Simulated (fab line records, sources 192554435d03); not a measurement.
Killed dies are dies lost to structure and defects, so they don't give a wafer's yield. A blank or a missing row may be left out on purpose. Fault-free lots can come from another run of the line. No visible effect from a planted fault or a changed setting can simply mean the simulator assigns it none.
Split-lot experiment	flow n5Finfet	39 wafers read from 7 lots, route of 1938 steps

## ON THE SPLIT
At N5_SD_EPI_P_EPI_21 (deposits SiGe:B, time 355 s), the setting pressureTorr was moved away from the recipe's 20 Torr on 36 of the 39 wafers read, by -19.3% to +11.1%. This setting was run at the recipe's value on the other wafers.

## FROM THE SPLIT TO THE READING: what the file shows between them, 6 steps
- N5_SD_EPI_P_EPI_MEAS_23
- N5_SD_EPI_P_HM_STRIP_48: strips SiNx in H3PO4, material SiNx, target depth 3 nm
- N5_SD_EPI_P_SRD_49: time 30 s
- N5_SD_EPI_P_PRECLEAN_24: cleans in O3/DIW, time 45 s
- N5_SD_ACTIVATION_RTA_00: time 0 s
- N5_SD_ACTIVATION_LSA_01: time 0.0008 s

## THE READING
At N5_SD_ACTIVATION_RS_MEAS_03, a four-point-probe measurement gives RS_SD_P in ohm/sq. Typical for fault-free wafers on this fab line: 55.9 ohm/sq, with standard deviation 0.86 ohm/sq.

wafer	tool, chamber at the split	pressureTorr as run, Torr	against the recipe	RS_SD_P, ohm/sq	against lot-mates on the recipe
L082.1	epiRpcvd-03, 0	16.15	-19.3%	63.6	no lot-mate on the recipe
L082.2	epiRpcvd-03, 0	16.15	-19.3%	64.1	no lot-mate on the recipe
L082.3	epiRpcvd-03, 0	16.15	-19.3%	64.1	no lot-mate on the recipe
L082.4	epiRpcvd-03, 0	16.15	-19.3%	63.4	no lot-mate on the recipe
L082.5	epiRpcvd-03, 0	16.15	-19.3%	63.3	no lot-mate on the recipe
L082.6	epiRpcvd-03, 0	16.15	-19.3%	63.6	no lot-mate on the recipe
L085.1	epiRpcvd-04, 0	21.61	+8.1%	53.6	no lot-mate on the recipe
L085.2	epiRpcvd-04, 0	21.61	+8.1%	53.9	no lot-mate on the recipe
L085.3	epiRpcvd-04, 0	21.61	+8.1%	53.9	no lot-mate on the recipe
L085.4	epiRpcvd-04, 0	21.61	+8.1%	53.3	no lot-mate on the recipe
L085.5	epiRpcvd-04, 0	21.61	+8.1%	53.4	no lot-mate on the recipe
L085.6	epiRpcvd-04, 0	21.61	+8.1%	53.9	no lot-mate on the recipe
L087.1	epiRpcvd-04, 0	16.81	-16.0%	63.1	no lot-mate on the recipe
L087.2	epiRpcvd-04, 0	16.81	-16.0%	62.1	no lot-mate on the recipe
L087.3	epiRpcvd-04, 0	16.81	-16.0%	64.2	no lot-mate on the recipe
L087.4	epiRpcvd-04, 0	16.81	-16.0%	62.6	no lot-mate on the recipe
L087.5	epiRpcvd-04, 0	16.81	-16.0%	63.9	no lot-mate on the recipe
L087.6	epiRpcvd-04, 0	16.81	-16.0%	63.6	no lot-mate on the recipe
L089.2	epiRpcvd-04, 0	20	recipe	55.1	-
L089.5	epiRpcvd-04, 0	20	recipe	54.7	-
L089.6	epiRpcvd-04, 0	20	recipe	55.2	-
L090.1	epiRpcvd-04, 0	22.23	+11.1%	52.0	no lot-mate on the recipe
L090.2	epiRpcvd-04, 0	22.23	+11.1%	52.4	no lot-mate on the recipe
L090.3	epiRpcvd-04, 0	22.23	+11.1%	52.7	no lot-mate on the recipe
L090.4	epiRpcvd-04, 0	22.23	+11.1%	52.5	no lot-mate on the recipe
L090.5	epiRpcvd-04, 0	22.23	+11.1%	52.2	no lot-mate on the recipe
L090.6	epiRpcvd-04, 0	22.23	+11.1%	52.2	no lot-mate on the recipe
L094.1	epiRpcvd-01, 0	21.63	+8.1%	52.7	no lot-mate on the recipe
L094.2	epiRpcvd-01, 0	21.63	+8.1%	52.5	no lot-mate on the recipe
L094.3	epiRpcvd-01, 0	21.63	+8.1%	52.7	no lot-mate on the recipe
L094.4	epiRpcvd-01, 0	21.63	+8.1%	52.9	no lot-mate on the recipe
L094.5	epiRpcvd-01, 0	21.63	+8.1%	52.6	no lot-mate on the recipe
L094.6	epiRpcvd-01, 0	21.63	+8.1%	52.4	no lot-mate on the recipe
L096.1	epiRpcvd-03, 0	17.58	-12.1%	61.7	no lot-mate on the recipe
L096.2	epiRpcvd-03, 0	17.58	-12.1%	61.0	no lot-mate on the recipe
L096.3	epiRpcvd-03, 0	17.58	-12.1%	61.7	no lot-mate on the recipe
L096.4	epiRpcvd-03, 0	17.58	-12.1%	61.3	no lot-mate on the recipe
L096.5	epiRpcvd-03, 0	17.58	-12.1%	60.7	no lot-mate on the recipe
L096.6	epiRpcvd-03, 0	17.58	-12.1%	61.1	no lot-mate on the recipe

FIT RESULTS
A straight line over all 39 wafers: RS_SD_P changes by -0.396 ohm/sq for each +1% of pressureTorr; r = -0.99; the points scatter about the line by 0.69 ohm/sq.
Too few moved wafers with a lot-mate on the recipe to fit a line net of each lot's own level.

## THE WHOLE CHAIN: every reading that the file lists as answering this split, in the file's order
step	what it does	reading	change (the file's fit)	r (the file's)
N5_SD_EPI_P_EPI_21	deposits SiGe:B, time 355 s	SiGe-B_of_SD_EPI_P_EPI_21.thkNm (the simulator's own value, which no gauge read)	+0.216 nm for each +1% of the setting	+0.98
N5_SD_EPI_P_EPI_MEAS_23		thkNm	withheld for each +1% of the setting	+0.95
N5_SD_EPI_P_HM_STRIP_48	strips SiNx in H3PO4, material SiNx, target depth 3 nm	SiGe-B_of_SD_EPI_P_EPI_21.thkNm (the simulator's own value, which no gauge read)	+0.215 nm for each +1% of the setting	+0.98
N5_SD_ACTIVATION_RS_MEAS_03	measures by four-point-probe	RS_SD_P	-0.395 for each +1% of the setting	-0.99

## THE FILE'S OWN FIT
RS_SD_P changes by -0.395 ohm/sq for each +1% of pressureTorr, r = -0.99.
